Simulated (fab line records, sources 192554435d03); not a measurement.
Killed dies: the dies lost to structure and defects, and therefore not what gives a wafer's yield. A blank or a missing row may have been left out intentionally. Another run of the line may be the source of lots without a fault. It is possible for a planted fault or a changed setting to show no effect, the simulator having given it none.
One fault through the eyes of 2 desks :: flow n5-finfet :: each desk has only its own numbers; what lay behind them comes last

FROM THE METROLOGY DESK
Means of the sampled wafers that have a number, per lot and without regard to the tool the lot ran on: this is what the gauges read. If a lot's mean is further than 4 standard deviations from the usual mean, the lot is out of limits and carries the mark OUT (the distance appears in the brackets).
Columns: A = thk-nm at N5_SD_EPI_N_EPI_MEAS_23, usual 58.9 nm; B = cd-nm at N5_SD_EPI_P_CD_MEAS_09, usual 239.8 nm; C = SD_P_BLK_OVL at N5_SD_EPI_P_OVL_MEAS_10, usual 0.8 nm
lot: L920
first seen here: day 3 16:20
A: 58.7
B: 240.2
C: 0.2

lot: L923
first seen here: day 4 10:41
A: 57.9
B: 239.3
C: -0.2

lot: L926
first seen here: day 5 02:56
A: 60.2
B: 239.9
C: 0.6

lot: L928
first seen here: day 5 19:23
A: 60.0
B: 239.1
C: 0.1

lot: L939
first seen here: day 8 09:52
A: 60.0
B: 239.9
C: 0.0

lot: L940
first seen here: day 8 15:25
A: 58.7
B: 239.4
C: 1.0
This desk's finding: nothing out of limits on any of the 6 lots.

THE DEFECT DESK
Counts from the inspections along the route, per lot, as means over the sampled wafers that have a number. If a lot's mean is further than 4 standard deviations from the usual mean, the lot is out of limits and carries the mark OUT (the distance appears in the brackets).
Columns: A = raw-defect-count at N5_SD_EPI_N_INSPECT_26, usual 198; B = raw-defect-count at N5_SD_EPI_P_INSPECT_11, usual 2.2
lot: L920
first seen here: day 3 17:02
A: 191
B: 2.7

lot: L923
first seen here: day 4 11:15
A: 182
B: 2.3

lot: L926
first seen here: day 5 03:52
A: 200
B: 2.0

lot: L928
first seen here: day 5 19:59
A: 214
B: 3.3

lot: L939
first seen here: day 8 10:29
A: 205
B: 3.0

lot: L940
first seen here: day 8 16:46
A: 241
B: 1.0
This desk's finding: nothing out of limits on any of the 6 lots.

PUT TOGETHER
At the metrology desk, nothing out of limits was observed.
No out-of-limits result turned up at the defect desk.

WHAT HAD BEEN PUT IN BY THE SIMULATOR
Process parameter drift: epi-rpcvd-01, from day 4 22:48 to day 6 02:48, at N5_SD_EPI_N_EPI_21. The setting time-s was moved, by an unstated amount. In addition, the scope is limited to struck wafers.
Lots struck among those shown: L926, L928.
